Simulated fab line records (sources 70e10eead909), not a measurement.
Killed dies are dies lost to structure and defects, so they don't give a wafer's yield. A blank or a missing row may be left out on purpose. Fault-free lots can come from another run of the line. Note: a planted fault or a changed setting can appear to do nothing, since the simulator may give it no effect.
The same fault as seen by 2 desks + flow nand_harc + each desk has only its own numbers; what lay behind them comes last

DESK OF THE TOOL OWNER: ecd_cu-02
The tool's own readings at NHARC_P_M2_ECD_22 (material Cu, target thk 400 nm): means of the sampled wafers that have a number, for each lot that ran on this tool. Any lot whose mean is over 4 standard deviations away from the usual mean is out of limits and marked OUT; that distance is given in the brackets.
Columns: A = bath_heat_duty_pct at NHARC_P_M2_ECD_22, usual 6.6 %; B = bath_temp_c at NHARC_P_M2_ECD_22, usual 25.00 C
| lot  | first seen here | A   | B     |
|------|-----------------|-----|-------|
| L265 | day 6 09:22     | 5.5 | 24.99 |
| L271 | day 7 16:30     | 6.1 | 25.10 |
| L279 | day 9 18:47     | 5.9 | 25.01 |
| L281 | day 9 23:38     | 6.0 | 25.01 |
| L283 | day 10 09:41    | 5.6 | 24.99 |
This desk found nothing out of limits on any of the 5 lots.

METROLOGY DESK
Means of the sampled wafers that have a number, per lot and without regard to the tool the lot ran on: this is what the gauges read. Any lot whose mean is over 4 standard deviations away from the usual mean is out of limits and marked OUT; that distance is given in the brackets.
Columns: A = overlay_x_nm at NHARC_P_M2_OVL_MEAS_10, usual 0.1 nm; B = overlay_y_nm at NHARC_P_M2_OVL_MEAS_10, usual -0.1 nm; C = thk_nm at NHARC_P_M2_THK_MEAS_24, usual 144.0 nm
| lot  | first seen here | A    | B    | C              |
|------|-----------------|------|------|----------------|
| L265 | day 6 07:48     | 0.1  | -1.2 | 144.6          |
| L267 | day 6 20:02     | 1.6  | -0.3 | 143.9          |
| L270 | day 7 07:05     | -0.8 | 0.6  | 144.8          |
| L271 | day 7 14:23     | 0.8  | 0.4  | 143.6          |
| L274 | day 8 05:41     | -0.6 | -0.4 | 143.8          |
| L275 | day 8 20:25     | -0.3 | -0.9 | 28.8 (-77) OUT |
| L276 | day 8 21:25     | 1.2  | 0.2  | 29.8 (-76) OUT |
| L279 | day 9 17:15     | -0.6 | 0.8  | 145.4          |
| L281 | day 9 21:55     | -0.7 | 0.6  | 143.7          |
| L283 | day 10 08:00    | -0.1 | -0.9 | 144.2          |
| L286 | day 11 07:57    | -1.4 | 1.1  | 142.3          |
This desk's finding: out of limits on L275, L276; first on L275, day 8 22:59 (thk_nm at NHARC_P_M2_THK_MEAS_24). In limits: L265, L267, L270, L271, L274, L279, L281, L283, L286.

TAKEN TOGETHER
An alarm was possible from the metrology desk at day 8 22:59, on L275, L276.
The tool owner's desk saw nothing out of limits.
The tool owner's desk has no number on record for L275, L276.
The lots listed all ran NHARC_P_M2_ECD_22 on ecd_cu-02.

WHAT WAS PUT IN BY THE SIMULATOR
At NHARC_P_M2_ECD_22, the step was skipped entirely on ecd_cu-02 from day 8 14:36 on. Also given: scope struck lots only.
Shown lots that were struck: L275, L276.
Delay in hours, fault start to first out-of-limits reading, per desk: metrology desk 8.
